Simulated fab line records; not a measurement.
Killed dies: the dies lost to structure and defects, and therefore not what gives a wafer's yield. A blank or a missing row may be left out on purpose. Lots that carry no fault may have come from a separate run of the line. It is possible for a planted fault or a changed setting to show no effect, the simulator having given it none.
Chamber matching / flow nand harc / rie diel-08 running NHARC_A_STAIRCASE_DESCUM_291: 4 sister chambers
The step chemistry O2, time 3 s. 20 wafers are shown with their chamber, then 10 later ones without.

## WAFERS PAIRED WITH THEIR CHAMBERS
wafer=L077.3; chamber=0; showerhead plenum p Torr (Torr)=1.79; oes product au (a.u.)=1.003; throttle valve pct (%)=11.312
wafer=L077.4; chamber=3; showerhead plenum p Torr (Torr)=1.78; oes product au (a.u.)=0.994; throttle valve pct (%)=11.311
wafer=L077.6; chamber=3; showerhead plenum p Torr (Torr)=1.78; oes product au (a.u.)=0.998; throttle valve pct (%)=11.322
wafer=L075.2; chamber=0; showerhead plenum p Torr (Torr)=1.79; oes product au (a.u.)=0.989; throttle valve pct (%)=11.321
wafer=L075.4; chamber=2; showerhead plenum p Torr (Torr)=2.06; oes product au (a.u.)=0.992; throttle valve pct (%)=11.305
wafer=L075.6; chamber=3; showerhead plenum p Torr (Torr)=1.78; oes product au (a.u.)=1.001; throttle valve pct (%)=11.314
wafer=L079.2; chamber=1; showerhead plenum p Torr (Torr)=1.85; oes product au (a.u.)=1.007; throttle valve pct (%)=11.302
wafer=L079.3; chamber=2; showerhead plenum p Torr (Torr)=2.06; oes product au (a.u.)=1.010; throttle valve pct (%)=11.295
wafer=L079.5; chamber=3; showerhead plenum p Torr (Torr)=1.78; oes product au (a.u.)=1.007; throttle valve pct (%)=11.318
wafer=L081.1; chamber=3; showerhead plenum p Torr (Torr)=1.78; oes product au (a.u.)=1.003; throttle valve pct (%)=11.314
wafer=L081.4; chamber=2; showerhead plenum p Torr (Torr)=2.05; oes product au (a.u.)=1.005; throttle valve pct (%)=11.328
wafer=L081.6; chamber=2; showerhead plenum p Torr (Torr)=2.05; oes product au (a.u.)=1.004; throttle valve pct (%)=11.294
wafer=L087.1; chamber=0; showerhead plenum p Torr (Torr)=1.78; oes product au (a.u.)=0.993; throttle valve pct (%)=11.313
wafer=L087.4; chamber=2; showerhead plenum p Torr (Torr)=2.05; oes product au (a.u.)=1.008; throttle valve pct (%)=11.323
wafer=L087.5; chamber=3; showerhead plenum p Torr (Torr)=1.78; oes product au (a.u.)=0.996; throttle valve pct (%)=11.321
wafer=L088.3; chamber=2; showerhead plenum p Torr (Torr)=2.05; oes product au (a.u.)=1.002; throttle valve pct (%)=11.299
wafer=L088.4; chamber=1; showerhead plenum p Torr (Torr)=1.85; oes product au (a.u.)=1.008; throttle valve pct (%)=11.299
wafer=L088.5; chamber=0; showerhead plenum p Torr (Torr)=1.78; oes product au (a.u.)=0.991; throttle valve pct (%)=11.322
wafer=L092.2; chamber=3; showerhead plenum p Torr (Torr)=1.77; oes product au (a.u.)=0.996; throttle valve pct (%)=11.312
wafer=L092.3; chamber=0; showerhead plenum p Torr (Torr)=1.78; oes product au (a.u.)=0.992; throttle valve pct (%)=11.311

SIGNATURES (means of the wafers above)
reading=showerhead plenum p Torr; chamber 0=1.7840; chamber 1=1.8500; chamber 2=2.0533; chamber 3=1.7786; scatter within a chamber=0.0046
reading=oes product au; chamber 0=0.99360; chamber 1=1.00750; chamber 2=1.00350; chamber 3=0.99929; scatter within a chamber=0.00528
reading=throttle valve pct; chamber 0=11.31580; chamber 1=11.30050; chamber 2=11.30733; chamber 3=11.31600; scatter within a chamber=0.00904
Rule: distance of a wafer from a chamber = root of the sum over the readings of ((wafer's reading minus chamber's mean) / reading's scatter) squared. The wafer belongs to the nearest chamber; if the next one is less than 2 further off, it can't be placed. How the scatter is found: for the shown wafers, subtract from each reading the mean of its chamber, square and add these, divide the total by (wafers less chambers), then take the root.

## WAFERS WITH NO CHAMBER GIVEN
wafer=L092.6; showerhead plenum p Torr (Torr)=1.77; oes product au (a.u.)=0.991; throttle valve pct (%)=11.326
wafer=L093.2; showerhead plenum p Torr (Torr)=2.04; oes product au (a.u.)=1.011; throttle valve pct (%)=11.307
wafer=L093.3; showerhead plenum p Torr (Torr)=1.77; oes product au (a.u.)=0.996; throttle valve pct (%)=11.298
wafer=L093.4; showerhead plenum p Torr (Torr)=1.84; oes product au (a.u.)=1.010; throttle valve pct (%)=11.321
wafer=L095.2; showerhead plenum p Torr (Torr)=1.77; oes product au (a.u.)=1.002; throttle valve pct (%)=11.318
wafer=L095.5; showerhead plenum p Torr (Torr)=1.77; oes product au (a.u.)=0.995; throttle valve pct (%)=11.312
wafer=L095.6; showerhead plenum p Torr (Torr)=1.84; oes product au (a.u.)=1.010; throttle valve pct (%)=11.313
wafer=L096.3; showerhead plenum p Torr (Torr)=2.04; oes product au (a.u.)=1.006; throttle valve pct (%)=11.311
wafer=L096.4; showerhead plenum p Torr (Torr)=1.77; oes product au (a.u.)=1.001; throttle valve pct (%)=11.292
wafer=L096.5; showerhead plenum p Torr (Torr)=1.77; oes product au (a.u.)=0.995; throttle valve pct (%)=11.304

## CHAMBER TAKEN BY EACH
wafer=L092.6; from the rows above=can't be placed: 3 or 0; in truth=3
wafer=L093.2; from the rows above=2; in truth=2
wafer=L093.3; from the rows above=can't be placed: 3 or 0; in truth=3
wafer=L093.4; from the rows above=1; in truth=1
wafer=L095.2; from the rows above=can't be placed: 3 or 0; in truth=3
wafer=L095.5; from the rows above=can't be placed: 3 or 0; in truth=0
wafer=L095.6; from the rows above=1; in truth=1
wafer=L096.3; from the rows above=2; in truth=2
wafer=L096.4; from the rows above=can't be placed: 3 or 0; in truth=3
wafer=L096.5; from the rows above=can't be placed: 3 or 0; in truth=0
Correct placement for 4 of the 10. Can't be placed from these rows: 6 (the true chamber is among the candidates in 6). Placed wrongly: 0.
